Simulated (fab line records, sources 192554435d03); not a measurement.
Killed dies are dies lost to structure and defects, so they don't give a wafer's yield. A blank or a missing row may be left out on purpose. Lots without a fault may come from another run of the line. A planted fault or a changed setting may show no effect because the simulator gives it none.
fab line records | flow n5_finfet
record lots=8 wafers=23 last_day=16
route steps=1938 shown MOL_CONTACT_COAG@535 BEOL_M4@1111
lots that met no fault: from a run of the same line without faults
start_h: hours from the record's first day to the start of the lot's first wafer shown | wait_h: hours since the lot's step before | " the same as in the row above | L1.1+2: a row that stands for several wafers | - no value, or no start given | * or withheld: withheld | < > ~ a bound
route shown NAME@n: a module of which the file shows steps, and the number in the route of the first | usual: mean/standard deviation of fault-free wafers | same: alike in all rows | chamber/n: place in a boat | sites: the reading at each site | _std_site: their standard deviation | _edge_site: outer sites' mean less inner sites' | radius_mm: how far each site lies from the wafer's centre | mask NAME#n: copy n | behind: the tool/chamber that last shaped the wafer | hold: why the lot was held/for how many hours/how that ended | device: the transistor (n, p or np) that didn't switch | end of line: the same wafers' tests at the end of the route | a step without rows: its recipe alone | killed: dies lost to structure and defects at the first sort, not the wafer's yield | map: a wafer's dies, x killed, . not, _ none there
set.NAME: the setting as run; set.NAME@STEP: as run at that earlier step | model.NAME: the simulator's own value behind a step, which no gauge read
steps of the route over a sample of lots; a table a step, a row a wafer
services: from which hour (start_h, from the record's first day; less than 0 if before it) a tool's chamber was out of use, for how many hours, and why
## steps
# step N5_MOL_CONTACT_COAG_CONTACT_ETCH_14
# recipe chemistry=C4F6/O2 target=SiO2 target_depth_a=275 overetch_a=85 mask_material=SOC pressure_mtorr=30 source_w=370 bias_w=185 Ar_flow_sccm=300 C4F6_flow_sccm=16 O2_flow_sccm=10 time_s=20 ion_energy_ev=259.6
# usual drypump_motor_current_A=5.7/0.35 mfc_ar_sccm=300.1/0.88 oes_f_703_au=0.79/0.096 oes_product_au=0.67/0.085 rf_vpp_V=692.2/2.6 showerhead_plenum_p_Torr=2.87/0.077 throttle_valve_pct=21.19/0.26
# columns lot.wafer tool chamber start_h wait_h drypump_motor_current_A mfc_ar_sccm oes_f_703_au oes_product_au rf_hours_counter_h rf_vpp_V showerhead_plenum_p_Torr throttle_valve_pct
L638.2 rie_diel-01 0 107.97 0.0 5.2 298.8 0.68 0.57 247 691.2 2.84 21.50
L638.4 " 3 " " 6.4 299.1 0.70 0.59 249 690.7 2.85 21.39
L638.5 " 0 " " 5.2 299.6 0.67 0.56 - 692.0 2.84 21.52
L641.1 rie_diel-02 0 123.55 0.0 5.9 299.9 0.74 0.62 155 695.6 2.99 20.98
L641.3 " 3 " " 5.2 299.7 0.77 0.63 165 694.4 3.00 21.13
L641.4 " 2 " " 5.7 300.2 0.90 0.77 - 691.9 2.82 20.97
L643.1 rie_diel-06 0 136.79 0.0 5.3 300.4 0.87 0.72 39 698.3 3.06 21.20
L643.3 " 1 " " 5.6 300.0 0.74 0.63 165 693.0 2.87 21.09
L643.4 " 2 " " 5.7 299.4 0.98 0.82 2 692.4 2.83 21.05
L644.1 rie_diel-02 0 142.48 0.0 5.9 299.6 0.74 0.61 163 697.6 2.98 21.00
L644.3 " 1 " " 5.8 302.4 0.93 0.80 4 690.8 2.83 21.01
L644.6 " 0 " " 5.9 299.8 0.74 0.62 - 696.6 2.98 21.00
L648.3 rie_diel-01 3 166.59 0.0 6.4 300.1 0.97 0.84 6 691.0 2.84 21.10
L648.5 " 2 " " 5.7 299.7 0.86 0.74 - 690.2 2.82 20.83
L648.6 " 3 " " 6.4 299.8 0.97 0.83 - 691.1 2.84 21.10
L649.1 rie_diel-02 3 172.11 0.0 5.2 298.6 0.75 0.63 183 695.2 2.99 21.19
L649.3 " 0 " " 5.9 301.4 0.73 0.61 174 697.2 2.98 21.01
L649.5 " 2 " " 5.7 299.1 0.88 0.75 - 690.3 2.82 21.03
L651.1 rie_diel-01 3 185.08 0.0 6.4 300.7 0.95 0.81 12 690.3 2.84 21.11
L651.2 " 2 " " 5.8 299.5 0.86 0.73 57 688.8 2.81 20.87
L651.4 " 1 " " 5.5 300.2 0.69 0.59 - 690.8 2.85 21.72
L652.1 rie_diel-02 2 189.45 0.0 5.7 299.0 0.86 0.73 42 690.8 2.81 21.01
L652.4 " 0 " " 5.9 300.0 0.72 0.60 179 694.9 2.98 21.03
# step N5_MOL_CONTACT_COAG_ETCH_110
# recipe chemistry=CF4/O2 target=Si target_depth_a=25 time_s=8 pressure_mtorr=100 source_w=200 bias_w=12 ion_energy_ev=60 Ar_flow_sccm=100 cf4_flow_sccm=100 O2_flow_sccm=10
# usual drypump_motor_current_A=5.7/0.35 mfc_ar_sccm=100.0/0.32 oes_f_703_au=0.79/0.096 oes_product_au=0.79/0.1 rf_vpp_V=127.5/1.2 showerhead_plenum_p_Torr=2.21/0.056 throttle_valve_pct=10.7/0.34
# columns lot.wafer tool chamber start_h wait_h drypump_motor_current_A mfc_ar_sccm oes_f_703_au oes_product_au rf_hours_counter_h rf_vpp_V showerhead_plenum_p_Torr throttle_valve_pct
L638.2 rie_diel-01 0 108.07 0.0 5.2 100.1 0.67 0.66 247 128.2 2.19 11.1
L638.4 " 3 " " 6.4 99.8 0.70 0.69 249 127.6 2.19 11.0
L638.5 " 0 " " 5.1 99.5 0.67 0.67 - 125.4 2.19 11.1
L641.1 rie_diel-02 0 123.64 0.0 5.9 100.3 0.74 0.74 155 129.6 2.31 10.6
L641.3 " 3 " " 5.2 99.7 0.77 0.76 165 129.2 2.31 10.7
L641.4 " 2 " " 5.7 99.9 0.91 0.93 - 129.5 2.18 10.3
L643.1 rie_diel-06 0 136.88 0.0 5.3 100.1 0.86 0.85 39 126.6 2.35 10.5
L643.3 " 1 " " 5.6 100.0 0.74 0.74 165 126.9 2.22 10.7
L643.4 " 2 " " 5.7 100.1 0.98 0.96 3 126.0 2.18 10.4
L644.1 rie_diel-02 0 142.58 0.0 5.9 100.3 0.74 0.73 163 129.6 2.30 10.6
L644.3 " 1 " " 5.9 100.0 0.93 0.95 4 126.7 2.19 10.3
L644.6 " 0 " " 5.8 99.8 0.74 0.74 - 128.6 2.30 10.6
L648.3 rie_diel-01 3 166.68 0.0 6.5 100.1 0.97 0.97 6 129.0 2.19 10.3
L648.5 " 2 " " 5.8 100.3 0.85 0.87 - 128.3 2.17 10.3
L648.6 " 3 " " 6.4 99.8 0.97 0.98 - 127.6 2.19 10.3
L649.1 rie_diel-02 3 172.20 0.0 5.2 99.7 0.75 0.74 183 127.4 2.30 10.7
L649.3 " 0 " " 5.8 100.0 0.73 0.73 174 128.7 2.30 10.6
L649.5 " 2 " " 5.7 100.2 0.88 0.89 - 127.5 2.18 10.4
L651.1 rie_diel-01 3 185.18 0.0 6.4 99.8 0.95 0.95 12 128.2 2.19 10.4
L651.2 " 2 " " 5.8 99.8 0.85 0.86 57 127.4 2.17 10.3
L651.4 " 1 " " 5.5 99.9 0.69 0.69 - 127.7 2.20 11.3
L652.1 rie_diel-02 2 189.55 0.0 5.6 100.5 0.87 0.88 42 127.6 2.17 10.4
L652.4 " 0 " " 5.9 99.8 0.72 0.71 179 127.5 2.30 10.6
# step N5_MOL_CONTACT_COAG_SPUTTER_143
# recipe material=Co target_thk_a=25 temp_c=25 chamber_pressure_pa=0.2
# usual throttle_valve_pct=29.7/0.95
# columns lot.wafer tool chamber start_h wait_h throttle_valve_pct
L638.2 pvd_sputter-01 - 111.15 0.0 29.7
L638.4 " - " " 29.8
L638.5 " - " " 30.1
L641.1 pvd_sputter-03 - 126.70 0.0 29.3
L641.3 " - " " 29.7
L641.4 " - " " 31.8
L643.1 pvd_sputter-02 - 139.02 0.0 29.6
L643.3 " - " " 28.7
L643.4 " - " " 29.7
L644.1 pvd_sputter-03 - 145.40 0.0 29.5
L644.3 " - " " 32.1
L644.6 " - " " 29.9
L648.3 pvd_sputter-01 - 169.14 0.0 30.1
L648.5 " - " " 28.8
L648.6 " - " " 29.4
L649.1 pvd_sputter-01 - 176.86 0.0 29.7
L649.3 " - " " 30.2
L649.5 " - " " 29.8
L651.1 pvd_sputter-03 - 187.96 0.0 31.8
L651.2 " - " " 29.6
L651.4 " - " " 30.3
L652.1 pvd_sputter-02 - 191.15 0.0 29.9
L652.4 " - " " 28.7
# step N5_MOL_CONTACT_COAG_ALD_123
# recipe material=SiNx target_thk_a=50 temp_c=400 ald_precursor_family=SiH2I2 ald_co_reactant=N2/H2-plasma pulse_time_s=1 purge_time_s=2 co_reactant_purge_time_s=2 ald_cycles=100 pressure_torr=2
# usual ald_cycles=100/0 heater_power_w=831/77 precursor_pulse_height_rel=0.998/0.018
# columns lot.wafer tool chamber start_h wait_h ald_cycles heater_power_w precursor_pulse_height_rel
L638.2 ald_sin-04 0 117.38 0.2 100 744 1.009
L638.4 " 2 " " 100 881 1.007
L638.5 " 0 " " 100 755 0.980
L641.1 ald_sin-04 3 133.05 0.0 100 896 0.978
L641.3 " 1 " " 100 713 1.009
L641.4 " 2 " " 100 883 1.029
L643.1 ald_sin-04 2 144.73 0.1 100 879 1.015
L643.3 " 1 " " 100 701 1.030
L643.4 " 3 " " 100 895 0.994
L644.1 ald_sin-04 3 150.94 0.0 100 864 0.970
L644.3 " 2 " " 100 881 1.001
L644.6 " 1 " " 100 691 0.984
L648.3 ald_sin-04 3 174.70 0.1 36 866 1.036
L648.5 " 1 " " 100 729 0.978
L648.6 " 0 " " 100 760 0.988
L649.1 ald_sin-03 2 185.59 3.8 100 702 1.021
L649.3 " 3 " " 100 922 0.988
L649.5 " 1 " " 100 838 1.023
L651.1 ald_sin-04 3 193.75 0.0 36 890 0.995
L651.2 " 2 " " 100 882 0.968
L651.4 " 0 " " 100 763 1.010
L652.1 ald_sin-04 2 197.05 0.0 36 878 0.977
L652.4 " 3 " " 100 904 1.019
# step N5_MOL_CONTACT_COAG_ETCH_124
# recipe chemistry=CH3F/O2 target=SiNx target_depth_a=65 mask_material=SOC stop_on=SiOC over_etch_frac=0.3 ion_energy_ev=120 pressure_mtorr=30 source_w=395 bias_w=73 Ar_flow_sccm=150 CH3F_flow_sccm=30 O2_flow_sccm=20 ends=end_point
# usual drypump_motor_current_A=5.7/0.35 mfc_ar_sccm=150.0/0.45 oes_f_703_au=0.80/0.098 oes_product_au=0.68/0.082 rf_vpp_V=297.1/2.1 showerhead_plenum_p_Torr=1.99/0.069 throttle_valve_pct=16.24/0.26
# columns lot.wafer tool chamber start_h wait_h drypump_motor_current_A mfc_ar_sccm oes_f_703_au oes_product_au rf_hours_counter_h rf_vpp_V showerhead_plenum_p_Torr throttle_valve_pct
L638.2 rie_diel-02 0 120.47 0.0 5.9 150.0 0.73 0.63 153 301.1 2.08 16.07
L638.4 " 0 " " 5.9 150.1 0.74 0.63 - 300.2 2.08 16.08
L638.5 " 3 " " 5.2 150.6 0.77 0.65 - 299.0 2.09 16.22
L641.1 rie_diel-01 1 136.53 0.0 5.5 149.8 0.70 0.60 208 298.1 1.98 16.75
L641.3 " 0 " " 5.2 150.5 0.67 0.56 257 296.6 1.96 16.60
L641.4 " 0 " " 5.2 149.8 0.67 0.56 - 296.4 1.96 16.60
L643.1 rie_diel-06 3 147.58 0.0 6.2 149.8 0.70 0.59 220 294.8 1.89 16.41
L643.3 " 1 " " 5.6 150.2 0.73 0.64 169 297.5 1.99 16.21
L643.4 " 0 " " 5.3 150.3 0.84 0.72 43 297.4 2.13 16.17
L644.1 rie_diel-06 1 154.28 0.0 5.6 149.9 0.73 0.64 170 298.2 1.99 16.21
L644.3 " 0 " " 5.3 150.2 0.85 0.73 45 296.8 2.13 16.19
L644.6 " 0 " " 5.3 150.0 0.85 0.72 - 298.4 2.13 16.19
L648.3 rie_diel-01 2 178.80 0.0 5.7 149.5 0.85 0.48 - 297.0 1.95 15.90
L648.5 " 1 " " 5.6 149.6 0.68 0.59 - 299.8 1.98 16.79
L648.6 " 2 " " 5.8 150.1 0.85 0.73 - 297.2 1.95 15.88
L649.1 rie_diel-01 1 189.65 0.0 5.5 150.2 0.68 0.59 232 298.3 1.98 16.80
L649.3 " 0 " " 5.1 150.5 1.01 0.85 1 298.5 1.96 16.10
L649.5 " 3 " " 6.4 150.8 0.94 0.81 - 299.1 1.97 16.09
L651.1 rie_diel-06 1 196.98 0.0 5.6 149.8 0.73 0.40 177 297.2 1.99 16.23
L651.2 " 2 " " 5.7 150.0 0.91 0.77 23 293.5 1.96 16.10
L651.4 " 3 " " 6.1 150.3 0.69 0.59 237 295.7 1.89 16.44
L652.1 rie_diel-02 2 200.00 0.0 5.6 150.5 0.87 0.48 46 295.9 1.95 16.02
L652.4 " 1 " " 5.9 150.2 0.87 0.77 25 295.1 1.96 16.04
# step N5_BEOL_M4_RC_MEAS_101
# usual DIBL_N=36.1/1.3 DIBL_P=36.1/1.7 IOFF_N=0.154/0.022 IOFF_P=0.201/0.024 ION_N=675/8.9 ION_P=462/5.9 SS_N=71.5/0.49 SS_P=73.3/0.58 VT_N=250.0/2.7 VT_P=-251.3/2.7
# columns lot.wafer tool chamber start_h wait_h DIBL_N[mV/V] DIBL_P[mV/V] IOFF_N[nA/um] IOFF_P[nA/um] ION_N[uA/um] ION_P[uA/um] SS_N[mV/dec] SS_P[mV/dec] VT_N[mV] VT_P[mV]
L638.2 prober-02 0 189.27 0.2 37.6 37.2 0.164 0.216 681 468 71.6 73.5 250.3 -249.2
L638.4 " 0 " " 38.4 38.5 0.181 0.235 684 468 72.1 73.9 248.3 -249.2
L638.5 " 0 " " 35.2 34.9 0.134 0.184 681 466 71.5 73.4 252.3 -253.5
L641.1 prober-01 0 199.47 0.0 35.3 36.2 0.149 0.205 684 467 71.1 72.6 248.5 -249.8
L641.3 " 0 " " 35.0 35.3 0.136 0.181 676 468 70.5 72.9 251.2 -249.1
L641.4 " 0 " " 35.2 35.5 0.145 0.195 682 468 70.8 73.2 248.5 -248.5
L643.1 prober-01 0 227.34 0.0 35.2 35.5 0.131 0.189 672 461 71.0 73.0 251.7 -250.1
L643.3 " 0 " " 36.0 35.5 0.134 0.192 668 463 71.3 72.4 250.1 -248.9
L643.4 " 0 " " 36.5 36.9 0.146 0.214 676 465 71.0 73.2 249.3 -249.1
L644.1 prober-02 0 231.69 0.0 35.2 34.1 0.136 0.174 662 452 71.4 72.9 253.5 -250.5
L644.3 " 0 " " 35.0 35.0 0.151 0.192 672 460 71.7 73.4 252.1 -250.9
L644.6 " 0 " " 36.8 36.7 0.176 0.218 679 462 71.6 74.1 247.8 -250.6
L648.3 prober-01 0 256.60 0.3 32.9 32.7 0.124 0.164 677 465 71.2 73.2 251.8 -253.6
L648.5 " 0 " " 33.4 33.6 0.129 0.179 664 458 71.1 73.4 251.4 -254.2
L648.6 " 0 " " 33.5 32.3 0.119 0.157 671 460 71.3 72.7 255.1 -254.7
L649.1 prober-02 0 261.64 0.0 36.6 35.2 0.166 0.215 678 455 71.7 73.0 246.1 -251.5
L649.3 " 0 " " 36.9 35.6 0.167 0.219 681 465 71.5 73.0 246.6 -250.9
L649.5 " 0 " " 36.5 35.4 0.162 0.207 685 461 71.4 73.1 246.0 -250.9
L651.1 prober-01 0 262.90 0.0 36.7 38.5 0.165 0.205 672 457 72.0 73.8 250.8 -254.0
L651.2 " 0 " " 37.5 40.4 0.185 0.235 682 459 71.9 74.1 251.0 -249.4
L651.4 " 0 " " 35.5 37.5 0.140 0.195 654 449 71.7 73.5 254.2 -251.7
L652.1 prober-02 0 287.81 0.0 36.5 37.5 0.156 0.221 674 468 71.2 73.8 251.3 -248.6
L652.4 " 0 " " 35.8 37.1 0.146 0.205 665 464 72.0 72.9 253.0 -247.0
## services
# columns tool chamber start_h hours kind
pvd_sputter-03 - 84.08 5.1 repair
ald_sin-03 1 89.88 3.2 repair
rie_diel-02 1 106.75 - clean
rie_diel-02 1 106.75 - consumable_replace:focus_ring
rie_diel-02 1 106.75 23.7 scheduled_down
rie_diel-02 1 106.75 23.7 vent_cycle
rie_diel-06 2 112.37 4.9 repair
rie_diel-01 3 112.40 - clean
rie_diel-01 3 112.40 - consumable_replace:focus_ring
rie_diel-01 3 112.40 41.4 scheduled_down
rie_diel-01 3 112.40 41.4 vent_cycle
rie_diel-06 2 117.46 - clean
rie_diel-01 0 119.86 2.2 repair
ald_sin-03 - 127.76 0.7 repair
rie_diel-01 0 154.18 - clean
rie_diel-01 0 154.18 - consumable_replace:focus_ring
rie_diel-01 0 154.18 33.0 scheduled_down
rie_diel-01 0 154.18 33.0 vent_cycle
rie_diel-06 1 164.44 9.9 repair
pvd_sputter-02 - 174.26 5.0 repair
ald_sin-04 2 175.65 14.9 repair
rie_diel-01 3 177.60 5.2 repair
rie_diel-06 1 183.55 8.8 repair
ald_sin-04 - 192.17 0.7 repair
## key
first_sign step=N5_MOL_CONTACT_COAG_ALD_123 reading=ald_cycles direction=down sigmas=99+ usual=* struck=*
effect step=N5_MOL_CONTACT_COAG_ETCH_124 reading=oes_product_au direction=down sigmas=2.7 usual=0.68 struck=0.45
met_at N5_MOL_CONTACT_COAG_ALD_123
struck_lots L648,L651,L652
struck_wafers L648.3,L651.1,L652.1
not_acting_at N5_MOL_CONTACT_COAG_CONTACT_ETCH_14,N5_MOL_CONTACT_COAG_ETCH_110,N5_MOL_CONTACT_COAG_SPUTTER_143
onset_between 150.94 174.70
fault kind=process_parameter_drift tool=ald_sin-04 chamber=- onset_h=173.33 steps=N5_MOL_CONTACT_COAG_ALD_123 channel=ald_cycles offset=* shape=step end_h=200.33 scope=struck_wafers_only acts_in=* stated=*
